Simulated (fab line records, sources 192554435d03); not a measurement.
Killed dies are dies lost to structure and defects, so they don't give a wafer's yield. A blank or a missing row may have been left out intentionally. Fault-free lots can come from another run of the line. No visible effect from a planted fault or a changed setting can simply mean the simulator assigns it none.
fab line records	flow n5Finfet
[record] lots = 7	wafers = 21
route steps=1938 shown BEOL_M9@1407 BEOL_M10@1476 BEOL_M11@1543
startH: hours from the record's opening day to when the first of the lot's shown wafers began	waitH: hours from the lot's prior step to this one	" identical to the entry in the row above	L1.1+2: a single row standing in for several wafers	- no value, or no start was given	* or withheld: withheld	< > ~ a bound
route shown NAME@n: names a module that has steps shown in the file, with the first one's number in the route	usual: mean/standard deviation taken from wafers without a fault	same: alike in all rows	chamber/n: place in a boat	sites: readings site by site	_std_site: the standard deviation of these	_edge_site: mean of outer sites minus mean of inner sites	radiusMm: for every site, how far away it sits from the centre of the wafer	mask NAME#n: copy n	behind: the most recent tool/chamber to have shaped the wafer	hold: cause of the lot's hold/its duration in hours/its outcome	device: transistor that didn't switch, given as n, p or np	end of line: at the end of the route, the tests of the same wafers	a step with no rows: only its recipe	killed: the dies lost at the first sort to structure and to defects; this is not the yield of the wafer	map: per-die view of a wafer (x killed, . not killed, _ where there is no die)
set.NAME: the setting as run; set.NAME@STEP: as run at that earlier step	model.NAME: the simulator's own value behind a step, which no gauge read
one table per step and one row per wafer, for lots whose settings were changed on purpose
[[steps]]
[step N5_BEOL_M9_COAT_60]
[recipe] resist = SiARC	tempC = 220	timeS = 60	spinRpm = 1500	resistThkNm = 30
lot.wafer	tool	chamber	startH	waitH	set.spinRpm	model.SiARC_of_BEOL_M9_COAT_60.thkNm
L074.2+6	lithoTrack-04	0	-	-	1391	31.2
L074.3	"	0	"	"	1500	30
L078.4+5+6	lithoTrack-04	0	-	-	1500	30
L080.1+5+6	lithoTrack-04	0	-	-	1500	30
L081.3+4	lithoTrack-01	0	-	-	1500	30
L081.5	"	0	"	"	1420	31
L089.2+4+5	lithoTrack-04	0	-	-	1500	30
L092.1+3+5	lithoTrack-04	0	-	-	1500	30
L095.1+2+3	lithoTrack-02	0	-	-	1500	30
[step N5_BEOL_M9_COAT_05]
[recipe] resist = CAR-ArF	spinRpm = 1500	resistThkNm = 90
[step N5_BEOL_M9_EBR_07]
[recipe] solvent = PGMEA	ebrWidthMm = 1.5
[step N5_BEOL_M9_DESCUM_16]
[recipe] chemistry = O2	timeS = 7.9	sourcePowerW = 50	biasPowerW = 20	pressureMtorr = 20	rfFrequencyHz = 2.712e+07	tempC = 40	resist = CAR-ArF	o2FlowSccm = 225
[step N5_BEOL_M9_ETCH_61]
[recipe] chemistry = CF4	target = SiARC	targetDepthA = 390	maskMaterial = CAR-ArF	timeS = 65	ionEnergyEv = 80	pressureMtorr = 40	sourceW = 545	biasW = 36	Ar_flow_sccm = 100	cf4FlowSccm = 100	ends = cleared
lot.wafer	tool	chamber	startH	waitH	set.spinRpm@BEOL_M9_COAT_60	model.etch.depthNm	model.CAR-ArF_of_BEOL_M9_COAT_05.thkNm
L074.2	rieDiel-01	3	209.32	0.0	1391	31.15	55
L074.3	"	0	"	"	1500	30.07	55.8
L074.6	"	1	"	"	1391	31.12	55
L078.4	rieDiel-02	0	231.45	0.0	1500	30.04	55.8
L078.5	"	2	"	"	1500	29.99	55.6
L078.6	"	3	"	"	1500	30.06	56
L080.1	rieDiel-03	2	246.02	0.0	1500	30.06	56
L080.5	"	1	"	"	1500	30.07	56
L080.6	"	2	"	"	1500	30.05	56
L081.3	rieDiel-01	3	256.20	0.0	1500	30.02	55.6
L081.4	"	2	"	"	1500	30.09	55.2
L081.5	"	0	"	"	1420	30.92	54.8
L089.2	rieDiel-02	0	300.22	0.0	1500	30.07	55.2
L089.4	"	3	"	"	1500	29.99	55.4
L089.5	"	0	"	"	1500	30.02	55.2
L092.1	rieDiel-03	3	327.10	0.0	1500	30.05	55.4
L092.3	"	2	"	"	1500	29.99	55.2
L092.5	"	1	"	"	1500	29.92	55.4
L095.1	rieDiel-01	1	343.58	0.0	1500	29.95	55.6
L095.2	"	2	"	"	1500	29.97	55.6
L095.3	"	0	"	"	1500	30.03	55.4
[step N5_BEOL_M9_ETCH_62]
[recipe] chemistry = N2/H2	target = SOC	targetDepthA = 1100	overetchA = 220	maskMaterial = SiARC	tempC = 40	timeS = 165	ionEnergyEv = 200	pressureMtorr = 30	sourceW = 840	biasW = 150	n2FlowSccm = 200	h2FlowSccm = 200
lot.wafer	tool	chamber	startH	waitH	set.spinRpm@BEOL_M9_COAT_60	model.SiARC_of_BEOL_M9_COAT_60.thkNm
L074.2+6	rieDiel-01	3,1	209.37	0.0	1391	24.6
L074.3	"	0	"	"	1500	23.6
L078.4+6	rieDiel-02	0,3	231.55	0.1	1500	23.6
L078.5	"	2	"	"	1500	23.4
L080.1+5+6	rieDiel-03	2,1,2	246.07	0.0	1500	23.6
L081.3+4	rieDiel-01	3,2	256.25	0.0	1500	23.4
L081.5	"	0	"	"	1420	24.4
L089.2	rieDiel-02	0	300.27	0.0	1500	23.6
L089.4+5	"	3,0	"	"	1500	23.4
L092.1	rieDiel-03	3	327.15	0.0	1500	23.2
L092.3+5	"	2,1	"	"	1500	23.6
L095.1+2	rieDiel-01	1,2	343.63	0.0	1500	23.2
L095.3	"	0	"	"	1500	23.4
[step N5_BEOL_M9_STRIP_68]
[recipe] chemistry = N2/H2	tempC = 40	n2FlowSccm = 200	h2FlowSccm = 200	rfFrequencyHz = 6e+07
[step N5_BEOL_M9_STRIP_67]
[recipe] chemistry = CF4	resist = SiARC	powerW = 300	biasPowerW = 75	pressureMtorr = 50	cf4FlowSccm = 150	rfFrequencyHz = 6e+07
[step N5_BEOL_M9_HM_OPEN_17]
[recipe] chemistry = Cl2/BCl3	targetDepthA = 200	overetchA = 60	target = TiN	maskMaterial = SOC	ionEnergyEv = 150	pressureMtorr = 10	icpW = 1000	biasW = 126	Cl2_flow_sccm = 53.25	bcl3FlowSccm = 21.75	Ar_flow_sccm = 25
lot.wafer	tool	chamber	startH	waitH	set.targetThkA@BEOL_M9_HM_DEP_02	model.etch.depthNm
L074.2	rieMetal-03	0	209.56	0.0	200	19.86
L074.3	"	0	"	"	200	20.53
L074.6	"	0	"	"	200	20.22
L078.4	rieMetal-03	0	231.70	0.1	200	20.26
L078.5	"	0	"	"	200	19.99
L078.6	"	1	"	"	200	20.12
L080.1+6	rieMetal-01	0	246.26	0.0	200	19.8
L080.5	"	1	"	"	200	19.87
L081.3	rieMetal-02	0	256.47	0.1	217.7	21.86
L081.4	"	1	"	"	200	19.75
L081.5	"	1	"	"	200	19.97
L089.2	rieMetal-02	0	300.46	0.0	200	20.2
L089.4	"	1	"	"	200	19.99
L089.5	"	1	"	"	200	19.88
L092.1	rieMetal-01	0	327.34	0.0	200	19.93
L092.3	"	0	"	"	191.3	19.25
L092.5	"	1	"	"	200	20.06
L095.1	rieMetal-01	1	343.82	0.0	200	19.77
L095.2	"	0	"	"	183.3	17.76
L095.3	"	1	"	"	200	19.82
[step N5_BEOL_M9_STRIP_19]
[recipe] chemistry = O2	powerW = 400	tempC = 40	pressureMtorr = 30	rfFrequencyHz = 6e+07	biasPowerW = 0	overashFraction = 0.2	o2FlowSccm = 225
[step N5_BEOL_M9_STRIP_73]
[recipe] chemistry = C4F6/O2	resist = SiARC	rfFrequencyHz = 6e+07
[step N5_BEOL_M9_STRIP_36]
[recipe] chemistry = N2/H2	powerW = 450	tempC = 40	pressureMtorr = 20	rfFrequencyHz = 6e+07	overashFraction = 0.3	biasPowerW = 7	h2Frac = 0.5	n2FlowSccm = 200	h2FlowSccm = 200
[step N5_BEOL_M9_TRENCH_ETCH_37]
[recipe] chemistry = C4F6/O2	targetDepthA = 1514.3	target = SiCOH_lowk	timeS = 49	ionEnergyEv = 250	pressureMtorr = 30	sourceW = 345	biasW = 185	Ar_flow_sccm = 300	C4F6_flow_sccm = 10	O2_flow_sccm = 10
lot.wafer	tool	chamber	startH	waitH	set.targetThkA@BEOL_M9_HM_DEP_02	model.TiN_of_BEOL_M9_HM_DEP_02.thkNm
L074.2	rieDiel-01	0	-	-	200	15.6
L074.3	"	3	"	"	200	16.2
L074.6	"	3	"	"	200	16
L078.4	rieDiel-03	0	-	-	200	16
L078.5+6	"	1,3	"	"	200	15.8
L080.1	rieDiel-03	1	-	-	200	15.8
L080.5+6	"	3,2	"	"	200	15.6
L081.3	rieDiel-03	2	-	-	217.7	17.6
L081.4	"	1	"	"	200	15.6
L081.5	"	2	"	"	200	15.8
L089.2+4	rieDiel-01	2,1	-	-	200	15.8
L089.5	"	2	"	"	200	15.6
L092.1+5	rieDiel-01	3,1	-	-	200	15.8
L092.3	"	1	"	"	191.3	15
L095.1	rieDiel-01	2	-	-	200	15.4
L095.2	"	3	"	"	183.3	13.4
L095.3	"	0	"	"	200	15.6
[step N5_BEOL_M10_COAT_60]
[recipe] resist = SiARC	tempC = 220	timeS = 60	spinRpm = 1500	resistThkNm = 30
lot.wafer	tool	chamber	startH	waitH	set.spinRpm	model.SiARC_of_BEOL_M10_COAT_60.thkNm
L074.2+3	lithoTrack-05	0	-	-	1500	30
L074.6	"	0	"	"	1649	28.6
L078.4+5+6	lithoTrack-04	0	-	-	1500	30
L080.1+5+6	lithoTrack-03	0	-	-	1500	30
L081.3+5	lithoTrack-03	0	-	-	1500	30
L081.4	"	0	"	"	1600	29
L089.2	lithoTrack-04	0	-	-	1500	29.8
L089.4+5	"	0	"	"	1500	30
L092.1	lithoTrack-03	0	-	-	1397	31
L092.3	"	0	"	"	1397	31.2
L092.5	"	0	"	"	1500	30
L095.1+2	lithoTrack-03	0	-	-	1500	30
L095.3	"	0	"	"	1425	30.8
[step N5_BEOL_M10_COAT_05]
[recipe] resist = CAR-ArF	spinRpm = 1500	resistThkNm = 90
[step N5_BEOL_M10_EBR_07]
[recipe] solvent = PGMEA	ebrWidthMm = 1.5
[step N5_BEOL_M10_DESCUM_16]
[recipe] chemistry = O2	timeS = 7.9	sourcePowerW = 50	biasPowerW = 20	pressureMtorr = 20	rfFrequencyHz = 2.712e+07	tempC = 40	resist = CAR-ArF	o2FlowSccm = 225
[step N5_BEOL_M10_ETCH_61]
[recipe] chemistry = CF4	target = SiARC	targetDepthA = 390	maskMaterial = CAR-ArF	timeS = 65	ionEnergyEv = 80	pressureMtorr = 40	sourceW = 545	biasW = 36	Ar_flow_sccm = 100	cf4FlowSccm = 100	ends = cleared
[usual] etchRfOnTimeS = 65.0/0.72
lot.wafer	tool	chamber	startH	waitH	set.spinRpm@BEOL_M10_COAT_60	etchRfOnTimeS	model.etch.depthNm	model.CAR-ArF_of_BEOL_M10_COAT_05.thkNm
L074.2	rieDiel-06	2	219.25	0.0	1500	64.7	30.06	55.6
L074.3	"	0	"	"	1500	65.0	30.1	55.4
L074.6	"	2	"	"	1649	60.7	28.62	56.6
L078.4	rieDiel-05	2	239.99	0.0	1500	64.4	29.97	56
L078.5	"	0	"	"	1500	64.9	29.94	56
L078.6	"	1	"	"	1500	65.6	29.94	56.2
L080.1	rieDiel-06	1	255.42	0.0	1500	66.0	30	55.6
L080.5	"	1	"	"	1500	65.3	30.03	55.4
L080.6	"	2	"	"	1500	65.3	29.93	55.4
L081.3	rieDiel-05	1	265.73	0.0	1500	64.5	30	55.2
L081.4	"	3	"	"	1600	62.9	29.08	56.4
L081.5	"	3	"	"	1500	64.3	30.09	55.4
L089.2	rieDiel-05	1	307.99	0.0	1500	65.5	29.9	55.6
L089.4	"	0	"	"	1500	65.1	29.99	55.2
L089.5	"	2	"	"	1500	64.7	29.94	55.6
L092.1	rieDiel-04	3	337.30	0.0	1397	65.6	31.02	54.8
L092.3	"	2	"	"	1397	67.2	31.1	54.8
L092.5	"	3	"	"	1500	64.9	30.05	56
L095.1	rieDiel-04	1	350.40	0.0	1500	64.9	30.05	55.4
L095.2	"	2	"	"	1500	65.0	30.05	55.2
L095.3	"	3	"	"	1425	66.0	30.8	54.6
[step N5_BEOL_M11_COAT_05]
[recipe] resist = CAR-ArF	spinRpm = 1500	resistThkNm = 90
lot.wafer	tool	chamber	startH	waitH	set.spinRpm	model.CAR-ArF_of_BEOL_M11_COAT_05.thkNm
L074.2	lithoTrack-05	0	-	-	1500	90.2
L074.3	"	0	"	"	1544	89
L074.6	"	0	"	"	1544	88.8
L078.4+6	lithoTrack-05	0	-	-	1500	90
L078.5	"	0	"	"	1500	89.8
L080.1	lithoTrack-02	0	-	-	1594	87.6
L080.5	"	0	"	"	1500	90.8
L080.6	"	0	"	"	1594	88.4
L081.3+4	lithoTrack-02	0	-	-	1655	85.8
L081.5	"	0	"	"	1500	90.2
L089.2+4	lithoTrack-02	0	-	-	1500	90
L089.5	"	0	"	"	1612	87
L092.1	lithoTrack-05	0	-	-	1500	90.2
L092.3	"	0	"	"	1500	90.4
L092.5	"	0	"	"	1500	90.6
L095.1	lithoTrack-02	0	-	-	1500	90
L095.2	"	0	"	"	1408	92.8
L095.3	"	0	"	"	1408	93.2
[step N5_BEOL_M11_EXPOSE_08]
[recipe] maskId = M11	na = 1.35	sourceShape = dipole	sigmaInner = 0.411	sigmaOuter = 0.611	polarization = te	doseMj = 53.75
lot.wafer	tool	chamber	startH	waitH	mask	set.doseMj
L074.2+3	arfiScanner-03	0	228.37	-	M11#0	57.59
L074.6	"	0	"	"	M11#0	53.75
L078.4+5+6	arfiScanner-01	0	246.61	-	M11#0	53.75
L080.1+6	arfiScanner-03	0	263.84	-	M11#0	55.98
L080.5	"	0	"	"	M11#0	53.75
L081.3+4	arfiScanner-01	0	275.10	-	M11#0	53.75
L081.5	"	0	"	"	M11#0	50.76
L089.2+5	arfiScanner-03	0	317.53	-	M11#0	54.91
L089.4	"	0	"	"	M11#0	53.75
L092.1+3+5	arfiScanner-02	0	343.25	-	M11#0	53.75
L095.1+2+3	arfiScanner-01	0	357.41	-	M11#0	53.75
[step N5_BEOL_M11_PEB_09]
[recipe] pebTempC = withheld	pebTimeS = 60	resist = CAR-ArF
[step N5_BEOL_M11_DEVELOP_10]
[recipe] developTimeS = 30	developer = TMAH	resist = CAR-ArF	rinseLiquid = diw	dry = airSpin	devTempC = 23
[step N5_BEOL_M11_CD_MEAS_11]
[recipe] targetCdNm = 64.1	landingEnergyEv = 500	detector = seInlens	polarity = opening
[usual] cdNm = 64.1/0.37
lot.wafer	tool	chamber	startH	waitH	set.doseMj@BEOL_M11_EXPOSE_08	cdNm
L074.2	cdSem-01	0	228.49	-	57.59	68.1
L074.3	"	0	"	"	57.59	68.6
L074.6	"	0	"	"	53.75	64.0
L078.4	cdSem-01	0	246.72	-	53.75	64.7
L078.5	"	0	"	"	53.75	64.4
L078.6	"	0	"	"	53.75	64.3
L080.1	cdSem-01	0	263.97	-	55.98	66.1
L080.5	"	0	"	"	53.75	64.1
L080.6	"	0	"	"	55.98	66.2
L081.3	cdSem-02	0	275.21	-	53.75	64.5
L081.4	"	0	"	"	53.75	64.6
L081.5	"	0	"	"	50.76	61.1
L089.2	cdSem-01	0	317.65	-	54.91	66.0
L089.4	"	0	"	"	53.75	64.1
L089.5	"	0	"	"	54.91	65.7
L092.1	cdSem-01	0	343.38	-	53.75	64.2
L092.3	"	0	"	"	53.75	64.3
L092.5	"	0	"	"	53.75	64.5
L095.1	cdSem-01	0	357.53	-	53.75	64.4
L095.2	"	0	"	"	53.75	64.6
L095.3	"	0	"	"	53.75	63.8
[step N5_BEOL_M11_DESCUM_16]
[recipe] chemistry = O2	timeS = 7.9	sourcePowerW = 50	biasPowerW = 20	pressureMtorr = 20	rfFrequencyHz = 2.712e+07	tempC = 40	resist = CAR-ArF	o2FlowSccm = 225
[step N5_BEOL_M11_ETCH_61]
[recipe] chemistry = CF4	target = SiARC	targetDepthA = 390	maskMaterial = CAR-ArF	timeS = 65	ionEnergyEv = 80	pressureMtorr = 40	sourceW = 545	biasW = 36	Ar_flow_sccm = 100	cf4FlowSccm = 100	ends = cleared
lot.wafer	tool	chamber	startH	waitH	set.doseMj@BEOL_M11_EXPOSE_08	model.BEOL_M11.cdOffsetNm
L074.2	rieDiel-03	1	228.61	0.0	57.59	4.2
L074.3	"	3	"	"	57.59	4.4
L074.6	"	1	"	"	53.75	0.2
L078.4+5	rieDiel-01	0,2	246.84	0.0	53.75	0.4
L078.6	"	1	"	"	53.75	-0.2
L080.1	rieDiel-03	3	264.09	0.0	55.98	2
L080.5	"	1	"	"	53.75	0
L080.6	"	2	"	"	55.98	1.8
L081.3+4	rieDiel-03	0,3	275.56	0.0	53.75	0.4
L081.5	"	0	"	"	50.76	-3
L089.2	rieDiel-02	0	317.78	0.0	54.91	1.8
L089.4	"	1	"	"	53.75	0.4
L089.5	"	1	"	"	54.91	1.6
L092.1	rieDiel-03	3	343.87	0.0	53.75	0
L092.3	"	0	"	"	53.75	0.2
L092.5	"	0	"	"	53.75	0.6
L095.1+2	rieDiel-01	3,2	357.65	0.0	53.75	0.6
L095.3	"	0	"	"	53.75	-0.6
[step N5_BEOL_M11_ETCH_62]
[recipe] chemistry = N2/H2	target = SOC	targetDepthA = 1100	overetchA = 220	maskMaterial = SiARC	tempC = 40	timeS = 165	ionEnergyEv = 200	pressureMtorr = 30	sourceW = 840	biasW = 150	n2FlowSccm = 200	h2FlowSccm = 200
lot.wafer	tool	chamber	startH	waitH	set.doseMj@BEOL_M11_EXPOSE_08	model.BEOL_M11.cdOffsetNm
L074.2+3	rieDiel-03	1,3	228.66	0.0	57.59	4.2
L074.6	"	1	"	"	53.75	0.2
L078.4	rieDiel-01	0	246.89	0.0	53.75	0.4
L078.5	"	2	"	"	53.75	0.6
L078.6	"	1	"	"	53.75	-0.2
L080.1	rieDiel-03	3	264.14	0.0	55.98	2
L080.5	"	1	"	"	53.75	0
L080.6	"	2	"	"	55.98	1.8
L081.3+4	rieDiel-03	0,3	275.61	0.0	53.75	0.6
L081.5	"	0	"	"	50.76	-2.6
L089.2	rieDiel-02	0	317.83	0.0	54.91	2
L089.4	"	1	"	"	53.75	0.6
L089.5	"	1	"	"	54.91	1.6
L092.1	rieDiel-03	3	343.92	0.0	53.75	0
L092.3	"	0	"	"	53.75	0.4
L092.5	"	0	"	"	53.75	0.6
L095.1	rieDiel-01	3	357.70	0.0	53.75	0.8
L095.2	"	2	"	"	53.75	0.6
L095.3	"	0	"	"	53.75	-0.6
[step N5_BEOL_M11_STRIP_68]
[recipe] chemistry = N2/H2	tempC = 40	n2FlowSccm = 200	h2FlowSccm = 200	rfFrequencyHz = 6e+07
[step N5_BEOL_M11_STRIP_67]
[recipe] chemistry = CF4	resist = SiARC	powerW = 300	biasPowerW = 75	pressureMtorr = 50	cf4FlowSccm = 150	rfFrequencyHz = 6e+07
[step N5_BEOL_M11_HM_OPEN_17]
[recipe] chemistry = Cl2/BCl3	targetDepthA = 200	overetchA = 60	target = TiN	maskMaterial = SOC	ionEnergyEv = 150	pressureMtorr = 10	icpW = 1000	biasW = 126	Cl2_flow_sccm = 53.25	bcl3FlowSccm = 21.75	Ar_flow_sccm = 25
[step N5_BEOL_M11_STRIP_19]
[recipe] chemistry = O2	powerW = 400	tempC = 40	pressureMtorr = 30	rfFrequencyHz = 6e+07	biasPowerW = 0	overashFraction = 0.2	o2FlowSccm = 225
[step N5_BEOL_M11_CD_MEAS_18]
[recipe] pitchNm = 140	targetCdNm = 70
[usual] cdNm = 70.1/0.49
lot.wafer	tool	chamber	startH	waitH	set.doseMj@BEOL_M11_EXPOSE_08	cdNm
L074.2	cdSem-01	-	229.10	0.1	57.59	74.5
L074.3	"	-	"	"	57.59	74.5
L074.6	"	-	"	"	53.75	70.3
L078.4	cdSem-01	-	247.26	0.0	53.75	70.5
L078.5	"	-	"	"	53.75	70.5
L078.6	"	-	"	"	53.75	70.0
L080.1	cdSem-01	-	264.66	0.0	55.98	71.9
L080.5	"	-	"	"	53.75	69.9
L080.6	"	-	"	"	55.98	71.9
L081.3	cdSem-01	-	275.98	0.1	53.75	70.6
L081.4	"	-	"	"	53.75	70.7
L081.5	"	-	"	"	50.76	67.3
L089.2	cdSem-01	-	318.19	0.1	54.91	72.1
L089.4	"	-	"	"	53.75	71.1
L089.5	"	-	"	"	54.91	71.4
L092.1	cdSem-02	-	344.39	0.1	53.75	70.0
L092.3	"	-	"	"	53.75	70.3
L092.5	"	-	"	"	53.75	70.5
L095.1	cdSem-01	-	358.07	0.0	53.75	70.6
L095.2	"	-	"	"	53.75	70.7
L095.3	"	-	"	"	53.75	69.4
[step N5_BEOL_M11_COAT_22]
[recipe] resist = CAR-ArF	spinRpm = 1500	resistThkNm = 90
lot.wafer	tool	chamber	startH	waitH	set.spinRpm	model.CAR-ArF_of_BEOL_M11_COAT_22.thkNm
L074.2	lithoTrack-05	0	-	-	1619	86.4
L074.3	"	0	"	"	1500	89.8
L074.6	"	0	"	"	1500	90
L078.4+6	lithoTrack-01	0	-	-	1500	90
L078.5	"	0	"	"	1500	90.2
L080.1+5	lithoTrack-02	0	-	-	1500	90
L080.6	"	0	"	"	1500	89.8
L081.3	lithoTrack-01	0	-	-	1625	86.2
L081.4	"	0	"	"	1500	89.8
L081.5	"	0	"	"	1500	89.6
L089.2	lithoTrack-02	0	-	-	1650	86
L089.4	"	0	"	"	1500	89.8
L089.5	"	0	"	"	1500	90
L092.1	lithoTrack-02	0	-	-	1500	90
L092.3	"	0	"	"	1332	95.8
L092.5	"	0	"	"	1332	95.4
L095.1	lithoTrack-01	0	-	-	1500	89.6
L095.2	"	0	"	"	1500	90
L095.3	"	0	"	"	1500	90.2
[[key]]
[split] step = N5_BEOL_M9_COAT_60	setting = spinRpm	stated = 1500	by = wafer
[response] step = N5_BEOL_M9_COAT_60	reading = model.SiARC_of_BEOL_M9_COAT_60.thkNm	change = -0.173	per = 1%	r = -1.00
[response] step = N5_BEOL_M9_ETCH_61	reading = model.etch.depthNm	change = -0.152	per = 1%	r = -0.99
[response] step = N5_BEOL_M9_ETCH_61	reading = model.CAR-ArF_of_BEOL_M9_COAT_05.thkNm	change = +0.111	per = 1%	r = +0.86
[response] step = N5_BEOL_M9_ETCH_62	reading = model.SiARC_of_BEOL_M9_COAT_60.thkNm	change = -0.155	per = 1%	r = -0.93
[split] step = N5_BEOL_M10_COAT_60	setting = spinRpm	stated = 1500	by = wafer
[response] step = N5_BEOL_M10_COAT_60	reading = model.SiARC_of_BEOL_M10_COAT_60.thkNm	change = -0.149	per = 1%	r = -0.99
[response] step = N5_BEOL_M10_ETCH_61	reading = etchRfOnTimeS	change = *	per = 1%	r = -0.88
[response] step = N5_BEOL_M10_ETCH_61	reading = model.etch.depthNm	change = -0.147	per = 1%	r = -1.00
[response] step = N5_BEOL_M10_ETCH_61	reading = model.CAR-ArF_of_BEOL_M10_COAT_05.thkNm	change = +0.139	per = 1%	r = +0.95
[split] step = N5_BEOL_M11_COAT_05	setting = spinRpm	stated = 1500	by = wafer
[response] step = N5_BEOL_M11_COAT_05	reading = model.CAR-ArF_of_BEOL_M11_COAT_05.thkNm	change = -0.434	per = 1%	r = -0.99
[split] step = N5_BEOL_M11_EXPOSE_08	setting = doseMj	stated = 53.75	by = wafer
[response] step = N5_BEOL_M11_CD_MEAS_11	reading = cdNm	change = +0.603	per = 1%	r = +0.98
[response] step = N5_BEOL_M11_ETCH_61	reading = model.BEOL_M11.cdOffsetNm	change = +0.567	per = 1%	r = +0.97
[response] step = N5_BEOL_M11_ETCH_62	reading = model.BEOL_M11.cdOffsetNm	change = +0.547	per = 1%	r = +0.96
[response] step = N5_BEOL_M11_CD_MEAS_18	reading = cdNm	change = +0.559	per = 1%	r = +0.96
[split] step = N5_BEOL_M11_COAT_22	setting = spinRpm	stated = 1500	by = wafer
[response] step = N5_BEOL_M11_COAT_22	reading = model.CAR-ArF_of_BEOL_M11_COAT_22.thkNm	change = -0.443	per = 1%	r = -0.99
split outsideThisFile step=N5_BEOL_M9_HM_DEP_02 setting=targetThkA
// split outsideThisFile: this setting was split too, and the file shows its column; the key of that split is in another file
